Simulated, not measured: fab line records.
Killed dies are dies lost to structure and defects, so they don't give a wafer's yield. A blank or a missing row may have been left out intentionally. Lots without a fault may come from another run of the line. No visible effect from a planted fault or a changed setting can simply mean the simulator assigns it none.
The tool behind it: which one? || flow nand_harc || 14 lots, 42 wafers sampled, at 5 steps of a route of 1302

## WHAT EACH GAUGE READ, for each wafer
NHARC_THIN_TSV_CD_MEAS_33: the cd target is 5000 nm.
{"lot": "L575", "measured": "day 25 12:04", "on": "cd_sem-03", "cd_nm (nm)": "4997.1 4997.3 5000.9"}
{"lot": "L576", "measured": "day 25 08:28", "on": "cd_sem-02", "cd_nm (nm)": "4997.2 5004.2 5005.0"}
{"lot": "L578", "measured": "day 26 13:57", "on": "cd_sem-03", "cd_nm (nm)": "4997.0 4996.8 4996.1"}
{"lot": "L577", "measured": "day 26 20:32", "on": "cd_sem-03", "cd_nm (nm)": "5003.4 5002.0 5002.7"}
{"lot": "L579", "measured": "day 26 19:24", "on": "cd_sem-02", "cd_nm (nm)": "5001.6 5000.5 4997.8"}
{"lot": "L580", "measured": "day 26 23:01", "on": "cd_sem-02", "cd_nm (nm)": "4995.8 4999.3 4998.1"}
{"lot": "L581", "measured": "day 27 05:55", "on": "cd_sem-01", "cd_nm (nm)": "5001.4 5001.6 4999.0"}
{"lot": "L582", "measured": "day 27 16:44", "on": "cd_sem-02", "cd_nm (nm)": "4997.7 5000.7 4996.8"}
{"lot": "L584", "measured": "day 28 06:19", "on": "cd_sem-03", "cd_nm (nm)": "5000.7 4999.2 4997.3"}
{"lot": "L585", "measured": "day 28 15:41", "on": "cd_sem-01", "cd_nm (nm)": "4996.1 4999.8 5000.2"}
{"lot": "L586", "measured": "day 28 16:58", "on": "cd_sem-01", "cd_nm (nm)": "5002.4 4999.8 5001.5"}
{"lot": "L588", "measured": "day 30 07:44", "on": "cd_sem-02", "cd_nm (nm)": "4999.7 4999.1 5001.6"}
{"lot": "L592", "measured": "day 31 22:57", "on": "cd_sem-02", "cd_nm (nm)": "5000.4 4996.0 4996.2"}
{"lot": "L591", "measured": "day 32 08:47", "on": "cd_sem-02", "cd_nm (nm)": "5001.7 5001.8 5003.5"}

NHARC_END_SORT_01.
{"lot": "L592", "measured": "day 32 08:13", "on": "prober-01", "killed_at_array": "126 143 108", "killed_at_other": "0 1 0", "killed_at_periphery": "5 6 2", "killed_dies": "131 150 110", "killed_open": "6 4 3", "killed_short": "2 0 6"}
{"lot": "L591", "measured": "day 32 20:26", "on": "prober-01", "killed_at_array": "193 184 129", "killed_at_other": "2 1 0", "killed_at_periphery": "4 0 7", "killed_dies": "199 185 136", "killed_open": "2 4 0", "killed_short": "2 1 1"}

## TOOL THAT RAN EACH LOT (tool first, then ch and the chambers of the sampled wafers, then the start)
{"lot": "L575", "NHARC_A_STAIRCASE_ETCH_230": "rie_diel-09 ch 0,2, day 16 09:07", "NHARC_THIN_TSV_ETCH_15": "rie_si-05 ch 0,2,3, day 25 06:58", "NHARC_THIN_TSV_DEP_47": "pecvd-04 ch 0,1, day 25 08:01"}
{"lot": "L576", "NHARC_A_STAIRCASE_ETCH_230": "rie_diel-02 ch 0,1, day 16 16:52", "NHARC_THIN_TSV_ETCH_15": "rie_si-02 ch 0,1,3, day 25 03:23", "NHARC_THIN_TSV_DEP_47": "pecvd-04 ch 0,1, day 25 04:22"}
{"lot": "L578", "NHARC_A_STAIRCASE_ETCH_230": "rie_diel-09 ch 0,3, day 18 02:54", "NHARC_THIN_TSV_ETCH_15": "rie_si-05 ch 1,2, day 26 08:39", "NHARC_THIN_TSV_DEP_47": "pecvd-03 ch 0,1, day 26 09:52"}
{"lot": "L577", "NHARC_A_STAIRCASE_ETCH_230": "rie_diel-12 ch 1,2,3, day 18 09:04", "NHARC_THIN_TSV_ETCH_15": "rie_si-03 ch 0,1, day 26 15:35", "NHARC_THIN_TSV_DEP_47": "pecvd-03 ch 0,1, day 26 16:41"}
{"lot": "L579", "NHARC_A_STAIRCASE_ETCH_230": "rie_diel-12 ch 1,2, day 18 09:27", "NHARC_THIN_TSV_ETCH_15": "rie_si-02 ch 0,1,2, day 26 14:23", "NHARC_THIN_TSV_DEP_47": "pecvd-01 ch 0,1,2, day 26 15:27"}
{"lot": "L580", "NHARC_A_STAIRCASE_ETCH_230": "rie_diel-12 ch 0,1,2, day 18 09:52", "NHARC_THIN_TSV_ETCH_15": "rie_si-03 ch 0,3, day 26 17:55", "NHARC_THIN_TSV_DEP_47": "pecvd-04 ch 0,1,2, day 26 18:56"}
{"lot": "L581", "NHARC_A_STAIRCASE_ETCH_230": "rie_diel-12 ch 0,3, day 19 05:49", "NHARC_THIN_TSV_ETCH_15": "rie_si-05 ch 0,3, day 27 00:50", "NHARC_THIN_TSV_DEP_47": "pecvd-04 ch 0,1,2, day 27 01:58"}
{"lot": "L582", "NHARC_A_STAIRCASE_ETCH_230": "rie_diel-09 ch 1,2, day 19 22:22", "NHARC_THIN_TSV_ETCH_15": "rie_si-03 ch 1,2,3, day 27 11:40", "NHARC_THIN_TSV_DEP_47": "pecvd-01 ch 1,2, day 27 12:43"}
{"lot": "L584", "NHARC_A_STAIRCASE_ETCH_230": "rie_diel-12 ch 1,2,3, day 20 12:35", "NHARC_THIN_TSV_ETCH_15": "rie_si-03 ch 0,2,3, day 28 01:01", "NHARC_THIN_TSV_DEP_47": "pecvd-03 ch 0,1, day 28 02:17"}
{"lot": "L585", "NHARC_A_STAIRCASE_ETCH_230": "rie_diel-12 ch 1,2,3, day 20 19:50", "NHARC_THIN_TSV_ETCH_15": "rie_si-03 ch 1,2,3, day 28 10:36", "NHARC_THIN_TSV_DEP_47": "pecvd-04 ch 0,1, day 28 11:37"}
{"lot": "L586", "NHARC_A_STAIRCASE_ETCH_230": "rie_diel-02 ch 1,2,3, day 20 19:57", "NHARC_THIN_TSV_ETCH_15": "rie_si-02 ch 0,1, day 28 11:49", "NHARC_THIN_TSV_DEP_47": "pecvd-04 ch 0,2, day 28 12:49"}
{"lot": "L588", "NHARC_A_STAIRCASE_ETCH_230": "rie_diel-12 ch 0,2,3, day 22 10:35", "NHARC_THIN_TSV_ETCH_15": "rie_si-02 ch 0,1,3, day 30 02:24", "NHARC_THIN_TSV_DEP_47": "pecvd-04 ch 0,1,2, day 30 03:37"}
{"lot": "L592", "NHARC_A_STAIRCASE_ETCH_230": "rie_diel-12 ch 0,2,3, day 23 09:57", "NHARC_THIN_TSV_ETCH_15": "rie_si-05 ch 0,1,2, day 31 17:40", "NHARC_THIN_TSV_DEP_47": "pecvd-01 ch 1,2, day 31 18:45"}
{"lot": "L591", "NHARC_A_STAIRCASE_ETCH_230": "rie_diel-12 ch 0,1,2, day 23 14:35", "NHARC_THIN_TSV_ETCH_15": "rie_si-02 ch 0,1,2, day 32 03:13", "NHARC_THIN_TSV_DEP_47": "pecvd-04 ch 0,1,2, day 32 04:24"}
- NHARC_A_STAIRCASE_ETCH_230: etches the open film in C4F8/O2, target depth 100 nm, time 40.5 s.
- NHARC_THIN_TSV_ETCH_15: target depth 3000 nm, bosch target overetch cycles 2, bosch etch step 2.8 s.
- NHARC_THIN_TSV_DEP_47: deposits SiO2, target thk 200 nm.

## AS READ BY THE TOOLS THEMSELVES (means over the sampled wafers that have a number; for cases with no such wafer, the mark the record gives instead)
NHARC_A_STAIRCASE_ETCH_230.
{"lot": "L575", "tool": "rie_diel-09", "oes_product_au (a.u.)": 0.945, "rf_vpp_V (V)": 898}
{"lot": "L576", "tool": "rie_diel-02", "oes_product_au (a.u.)": 0.944, "rf_vpp_V (V)": 888}
{"lot": "L578", "tool": "rie_diel-09", "oes_product_au (a.u.)": 0.966, "rf_vpp_V (V)": 899}
{"lot": "L577", "tool": "rie_diel-12", "oes_product_au (a.u.)": 0.964, "rf_vpp_V (V)": 894}
{"lot": "L579", "tool": "rie_diel-12", "oes_product_au (a.u.)": 0.967, "rf_vpp_V (V)": 893}
{"lot": "L580", "tool": "rie_diel-12", "oes_product_au (a.u.)": 0.946, "rf_vpp_V (V)": 892}
{"lot": "L581", "tool": "rie_diel-12", "oes_product_au (a.u.)": 0.953, "rf_vpp_V (V)": 890}
{"lot": "L582", "tool": "rie_diel-09", "oes_product_au (a.u.)": 0.922, "rf_vpp_V (V)": 900}
{"lot": "L584", "tool": "rie_diel-12", "oes_product_au (a.u.)": 0.952, "rf_vpp_V (V)": 893}
{"lot": "L585", "tool": "rie_diel-12", "oes_product_au (a.u.)": 0.948, "rf_vpp_V (V)": 893}
{"lot": "L586", "tool": "rie_diel-02", "oes_product_au (a.u.)": 0.933, "rf_vpp_V (V)": 891}
{"lot": "L588", "tool": "rie_diel-12", "oes_product_au (a.u.)": 0.960, "rf_vpp_V (V)": 891}
{"lot": "L592", "tool": "rie_diel-12", "oes_product_au (a.u.)": 0.934, "rf_vpp_V (V)": 892}
{"lot": "L591", "tool": "rie_diel-12", "oes_product_au (a.u.)": 0.972, "rf_vpp_V (V)": 891}

NHARC_THIN_TSV_ETCH_15.
{"lot": "L575", "tool": "rie_si-05", "drypump_motor_current_A (A)": 5.5}
{"lot": "L576", "tool": "rie_si-02", "drypump_motor_current_A (A)": 5.3}
{"lot": "L578", "tool": "rie_si-05", "drypump_motor_current_A (A)": 5.2}
{"lot": "L577", "tool": "rie_si-03", "drypump_motor_current_A (A)": 5.7}
{"lot": "L579", "tool": "rie_si-02", "drypump_motor_current_A (A)": 5.2}
{"lot": "L580", "tool": "rie_si-03", "drypump_motor_current_A (A)": 5.8}
{"lot": "L581", "tool": "rie_si-05", "drypump_motor_current_A (A)": 5.2}
{"lot": "L582", "tool": "rie_si-03", "drypump_motor_current_A (A)": 5.7}
{"lot": "L584", "tool": "rie_si-03", "drypump_motor_current_A (A)": 5.7}
{"lot": "L585", "tool": "rie_si-03", "drypump_motor_current_A (A)": 5.7}
{"lot": "L586", "tool": "rie_si-02", "drypump_motor_current_A (A)": 5.1}
{"lot": "L588", "tool": "rie_si-02", "drypump_motor_current_A (A)": 5.3}
{"lot": "L592", "tool": "rie_si-05", "drypump_motor_current_A (A)": 5.2}
{"lot": "L591", "tool": "rie_si-02", "drypump_motor_current_A (A)": 5.2}

NHARC_THIN_TSV_DEP_47.
{"lot": "L575", "tool": "pecvd-04", "throttle_valve_pct (%)": 16.2}
{"lot": "L576", "tool": "pecvd-04", "throttle_valve_pct (%)": 16.0}
{"lot": "L578", "tool": "pecvd-03", "throttle_valve_pct (%)": 15.7}
{"lot": "L577", "tool": "pecvd-03", "throttle_valve_pct (%)": 15.7}
{"lot": "L579", "tool": "pecvd-01", "throttle_valve_pct (%)": 16.4}
{"lot": "L580", "tool": "pecvd-04", "throttle_valve_pct (%)": 16.4}
{"lot": "L581", "tool": "pecvd-04", "throttle_valve_pct (%)": 16.3}
{"lot": "L582", "tool": "pecvd-01", "throttle_valve_pct (%)": 16.5}
{"lot": "L584", "tool": "pecvd-03", "throttle_valve_pct (%)": 15.9}
{"lot": "L585", "tool": "pecvd-04", "throttle_valve_pct (%)": 16.0}
{"lot": "L586", "tool": "pecvd-04", "throttle_valve_pct (%)": 15.5}
{"lot": "L588", "tool": "pecvd-04", "throttle_valve_pct (%)": 16.1}
{"lot": "L592", "tool": "pecvd-01", "throttle_valve_pct (%)": 16.1}
{"lot": "L591", "tool": "pecvd-04", "throttle_valve_pct (%)": 16.3}

## THE ANSWER, worked out from the rows above alone
Rule: usual is defined by the lots themselves. The widest of any qualifying gaps counts: lots, ordered by their means at a reading, are off when they make up no more than a third of the lots, leave a main group of 4 or more, and stand apart from it by 3 or more times the standard deviation of that group's means. The tables above print the reading to a certain number of digits; a main group whose means all agree to those digits is not used. Also off: a lot with no number at a reading for which 4 or more lots have one. Where the step has rows for the other lots, those lots are counted as sound. The gauges are gone through in route order, then the tools' own readings, and for those a lot's mean is taken as printed above. At the first step where some lot is off, the reading lying furthest off is the one used; lots without a number count as furthest.
No lot is off on any of the readings shown, so nothing can be concluded from this.

## WHAT THE SIMULATOR HAD PUT IN
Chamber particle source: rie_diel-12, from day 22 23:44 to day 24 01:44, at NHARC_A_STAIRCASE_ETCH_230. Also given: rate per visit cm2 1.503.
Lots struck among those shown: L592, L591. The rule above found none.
